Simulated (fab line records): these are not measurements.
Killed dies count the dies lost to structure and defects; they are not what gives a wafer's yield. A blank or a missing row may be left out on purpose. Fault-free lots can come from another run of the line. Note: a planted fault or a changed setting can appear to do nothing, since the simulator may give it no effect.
Chamber matching | flow n5Finfet | N5_BEOL_M0_SAQP_SPACER2_ETCHBACK_27 on rieDiel-03 has 4 sister chambers
The step etches SiO2 in CHF3/O2, target depth 22.5 nm, time 11.25 s. 8 wafers are shown with their chamber, then 8 later ones without.

== WAFERS PAIRED WITH THEIR CHAMBERS ==
wafer  | chamber | showerheadPlenumPTorr (Torr) | rfVppV (V)
L084.1 | 3       | 2.44                         | 516
L086.1 | 0       | 2.49                         | 533
L086.3 | 2       | 2.38                         | 524
L086.4 | 1       | 2.49                         | 520
L088.1 | 3       | 2.44                         | 518
L088.2 | 2       | 2.38                         | 525
L088.3 | 0       | 2.48                         | 534
L092.1 | 1       | 2.49                         | 518

== WAFERS WITH NO CHAMBER GIVEN ==
wafer  | showerheadPlenumPTorr (Torr) | rfVppV (V)
L092.3 | 2.48                         | 534
L092.6 | 2.48                         | 535
L091.3 | 2.49                         | 521
L091.4 | 2.48                         | 533
L091.6 | 2.48                         | 534
L094.1 | 2.38                         | 523
L094.2 | 2.48                         | 521
L094.3 | 2.48                         | 533

== CHAMBER TAKEN BY EACH ==
wafer  | from the rows above | in truth
L092.3 | 0                   | 0
L092.6 | 0                   | 0
L091.3 | 1                   | 1
L091.4 | 0                   | 0
L091.6 | 0                   | 0
L094.1 | 2                   | 2
L094.2 | 1                   | 1
L094.3 | 0                   | 0
Correct placement for 8 of the 8. Not placeable from these rows: 0. Number placed wrongly: 0.
How it was worked out, from the rows above alone: a wafer's distance from a chamber is the root of the sum, over the readings, of the square of ((its reading less the chamber's mean) divided by the reading's scatter). If the next closest chamber is less than 2 further off than the closest, the wafer can't be placed; otherwise it belongs to the closest. A chamber's mean is the mean of its shown wafers. The scatter: take each reading less its chamber's mean, square it, sum over the shown wafers, divide by the number of wafers less the number of chambers, and take the root.
